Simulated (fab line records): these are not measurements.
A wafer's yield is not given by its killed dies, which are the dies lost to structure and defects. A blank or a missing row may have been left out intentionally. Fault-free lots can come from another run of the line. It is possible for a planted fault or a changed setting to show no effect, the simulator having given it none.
Split-lot experiment + flow n5-finfet + on a route of 1938 steps: 7 lots, 39 wafers read

## ON THE SPLIT
At N5_MOL_CONTACT_COAG_ETCHBACK_135 (etches SiO2 in CHF3, target depth 25 nm, time 16.7 s), the setting time-s was moved away from the recipe's 16.7 s on 15 of the 39 wafers read, by +15.7% to +57.2%. All remaining wafers had this setting at the recipe value.

## FROM THE SPLIT ON TO THE READING: in between, the file shows 1 step
- N5_MOL_CONTACT_COAG_STRIP_118: strips in CHF3

## THE READING
SOC_of_MOL_CONTACT_COAG_COAT_75.thk-nm (the simulator's own value, which no gauge read), in nm, at N5_MOL_CONTACT_COAG_VIA_ETCH_46 (etches SiO2 in C4F6/O2, target depth 46 nm, overetch 9.2 nm, time 40 s). The file gives no usual value for it. The 24 wafers here that ran the recipe average 50.7 nm, standard deviation 0.19 nm.

| wafer  | tool, chamber at the split | time-s as run, s | against the recipe | SOC_of_MOL_CONTACT_COAG_COAT_75.thk-nm, nm | against lot-mates on the recipe |
|--------|----------------------------|------------------|--------------------|--------------------------------------------|---------------------------------|
| L076.1 | rie-diel-05, 3             | 16.7             | recipe             | 51                                         | -                               |
| L076.5 | rie-diel-05, 1,0           | 16.7             | recipe             | 51                                         | -                               |
| L076.2 | rie-diel-05, 2,0,1         | 19.32            | +15.7%             | 50.6                                       | -0.3                            |
| L076.4 | rie-diel-05, 2,0,1         | 19.32            | +15.7%             | 50.6                                       | -0.3                            |
| L076.3 | rie-diel-05, 1,0           | 16.7             | recipe             | 50.8                                       | -                               |
| L076.6 | rie-diel-05, 2,0,1         | 19.32            | +15.7%             | 50.4                                       | -0.5                            |
| L080.2 | rie-diel-03, 2,0,0         | 16.7             | recipe             | 51                                         | -                               |
| L080.4 | rie-diel-03, 2,0,0         | 16.7             | recipe             | 50.8                                       | -                               |
| L080.6 | rie-diel-03, 2,0,0         | 16.7             | recipe             | 50.8                                       | -                               |
| L084.1 | rie-diel-01, 2             | 21.71            | +30.0%             | 49.8                                       | -0.9                            |
| L084.5 | rie-diel-01, 1,3           | 21.71            | +30.0%             | 49.8                                       | -0.9                            |
| L084.2 | rie-diel-01, 3,2           | 16.7             | recipe             | 50.6                                       | -                               |
| L084.6 | rie-diel-01, 3,2           | 16.7             | recipe             | 50.6                                       | -                               |
| L084.3 | rie-diel-01, 1,3           | 21.71            | +30.0%             | 50                                         | -0.7                            |
| L084.4 | rie-diel-01, 1             | 16.7             | recipe             | 50.8                                       | -                               |
| L087.1 | rie-diel-01, 1,2           | 16.7             | recipe             | 50.8                                       | -                               |
| L087.2 | rie-diel-01, 2,1           | 20.42            | +22.3%             | 49.8                                       | -0.8                            |
| L087.4 | rie-diel-01, 3             | 20.42            | +22.3%             | 49.8                                       | -0.8                            |
| L087.3 | rie-diel-01, 0             | 16.7             | recipe             | 50.6                                       | -                               |
| L087.5 | rie-diel-01, 1,2           | 16.7             | recipe             | 50.4                                       | -                               |
| L087.6 | rie-diel-01, 2,1           | 20.42            | +22.3%             | 50.2                                       | -0.4                            |
| L088.1 | rie-diel-05, 2,1,0         | 16.7             | recipe             | 50.8                                       | -                               |
| L088.3 | rie-diel-05, 2,1,0         | 16.7             | recipe             | 50.8                                       | -                               |
| L088.2 | rie-diel-05, 3,1           | 26.25            | +57.2%             | 49.4                                       | -1.3                            |
| L088.4 | rie-diel-05, 2,1,0         | 16.7             | recipe             | 50.6                                       | -                               |
| L088.5 | rie-diel-05, 3,1           | 26.25            | +57.2%             | 49.2                                       | -1.5                            |
| L088.6 | rie-diel-05, 2             | 26.25            | +57.2%             | 49.6                                       | -1.1                            |
| L091.1 | rie-diel-05, 0,3           | 16.7             | recipe             | 50.8                                       | -                               |
| L091.2 | rie-diel-05, 2             | 16.7             | recipe             | 51                                         | -                               |
| L091.3 | rie-diel-05, 0,3           | 16.7             | recipe             | 51                                         | -                               |
| L091.4 | rie-diel-05, 0,2           | 21.6             | +29.3%             | 50.2                                       | -0.7                            |
| L091.5 | rie-diel-05, 3             | 21.6             | +29.3%             | 50.2                                       | -0.7                            |
| L091.6 | rie-diel-05, 0,2           | 21.6             | +29.3%             | 50.2                                       | -0.7                            |
| L093.1 | rie-diel-03, 2             | 16.7             | recipe             | 50.8                                       | -                               |
| L093.6 | rie-diel-03, 2             | 16.7             | recipe             | 50.8                                       | -                               |
| L093.2 | rie-diel-03, 0,3,3         | 16.7             | recipe             | 50.6                                       | -                               |
| L093.4 | rie-diel-03, 1             | 16.7             | recipe             | 50.6                                       | -                               |
| L093.3 | rie-diel-03, 0,3,3         | 16.7             | recipe             | 50.4                                       | -                               |
| L093.5 | rie-diel-03, 0,3,3         | 16.7             | recipe             | 50.4                                       | -                               |
When a row names more than one chamber, that row covers several wafers, and the file does not tell which wafer ran in which chamber.

FIT RESULTS
A straight line over all 39 wafers: SOC_of_MOL_CONTACT_COAG_COAT_75.thk-nm changes by -0.0242 nm for each +1% of time-s; r = -0.90; the points scatter about the line by 0.2 nm.
The same after taking each lot's own level away (the mean of its wafers on the recipe; 39 wafers): -0.0244 nm for each +1%; r = -0.95; scatter 0.14 nm.
The reading moves by 1.4 nm for the largest change in time-s, on that fit.
The span of the lots' own levels, 50.60 to 50.93 nm, comes to 1.8 times the standard deviation stated above.
The two slopes are in agreement: the lot-to-lot level therefore moves the slope only a little.
Check: -1.43 nm against its lot-mates is what the line predicts for one of the wafers moved furthest among these (+57.2%) when that wafer is left out of the fit. It came out at -1.33 nm against them.

## OTHER SPLITS APPLIED TO THESE WAFERS
These wafers also went through other splits before the reading. Each is held against what the fit with the lots' levels taken away leaves over:
| other split on the same wafers        | wafers away from the commonest value | r with SOC_of_MOL_CONTACT_COAG_COAT_75.thk-nm (lot level and that fit taken away) |
|---------------------------------------|--------------------------------------|-----------------------------------------------------------------------------------|
| N5_HKMG_FIN_DEVELOP_48 develop-time-s | 15                                   | +0.12                                                                             |

## THE WHOLE CHAIN: every reading that the file lists as answering this split, in the file's order
| step                             | what it does                                                           | reading                                                                                 | change (the file's fit)                | r (the file's) |
|----------------------------------|------------------------------------------------------------------------|-----------------------------------------------------------------------------------------|----------------------------------------|----------------|
| N5_MOL_CONTACT_COAG_ETCHBACK_135 | etches SiO2 in CHF3, target depth 25 nm, time 16.7 s                   | SOC_of_MOL_CONTACT_COAG_COAT_75.thk-nm (the simulator's own value, which no gauge read) | -0.0243 nm for each +1% of the setting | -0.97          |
| N5_MOL_CONTACT_COAG_VIA_ETCH_46  | etches SiO2 in C4F6/O2, target depth 46 nm, overetch 9.2 nm, time 40 s | SOC_of_MOL_CONTACT_COAG_COAT_75.thk-nm (the simulator's own value, which no gauge read) | -0.0247 nm for each +1% of the setting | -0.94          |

## FILE'S OWN FIT
SOC_of_MOL_CONTACT_COAG_COAT_75.thk-nm changes by -0.0247 nm for each +1% of time-s, r = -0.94.
